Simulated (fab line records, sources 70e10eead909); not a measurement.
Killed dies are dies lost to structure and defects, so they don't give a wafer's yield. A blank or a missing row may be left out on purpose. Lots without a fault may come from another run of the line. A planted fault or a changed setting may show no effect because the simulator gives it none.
Chamber matching | flow nand_harc | NHARC_A_CHANNEL_FILL_D1_ALD_02 on ald_hk-01: 4 sister chambers
The step deposits SiO2, target thk 6 nm, pulse time 10 s, ald cycles 60. 8 wafers are shown with their chamber, then 11 later ones without.

WAFERS WITH THEIR CHAMBER
wafer  | chamber | heater_power_w (W) | susceptor_temp_C (C)
L075.3 | 3       | 437                | 299.87
L083.1 | 3       | 450                | 299.98
L086.1 | 2       | 512                | 300.09
L086.5 | 2       | 523                | 299.83
L089.1 | 1       | 473                | 300.13
L089.5 | 1       | 467                | 300.07
L089.6 | 0       | 394                | 300.05
L091.1 | 0       | 389                | 300.45

WAFERS WITHOUT THEIR CHAMBER
wafer  | heater_power_w (W) | susceptor_temp_C (C)
L091.3 | 510                | 300.15
L091.4 | 442                | 299.92
L092.4 | 399                | 300.08
L092.5 | 426                | 300.00
L092.6 | 519                | 299.98
L095.1 | 388                | 299.99
L095.2 | 459                | 300.13
L095.4 | 502                | 299.94
L096.3 | 514                | 299.75
L096.4 | 397                | 299.90
L096.6 | 479                | 299.76

WHICH CHAMBER EACH WENT THROUGH
wafer  | from the rows above     | in truth
L091.3 | 2                       | 2
L091.4 | 3                       | 3
L092.4 | 0                       | 0
L092.5 | 3                       | 3
L092.6 | 2                       | 2
L095.1 | 0                       | 0
L095.2 | can't be placed: 1 or 3 | 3
L095.4 | 2                       | 2
L096.3 | 2                       | 2
L096.4 | 0                       | 0
L096.6 | 1                       | 1
Placed correctly: 10 of 11. Can't be placed from these rows: 1 (the true chamber is among the candidates in 1). Placed wrongly: 0.
How it was worked out, from the rows above alone: a wafer's distance from a chamber is the root of the sum, over the readings, of the square of ((its reading less the chamber's mean) divided by the reading's scatter). The wafer belongs to the nearest chamber; if the next one is less than 2 further off, it can't be placed. A chamber's mean is the mean of its shown wafers. The scatter: the root of (the sum of the squares of (reading less its chamber's mean) over the shown wafers, divided by (wafers less chambers)).
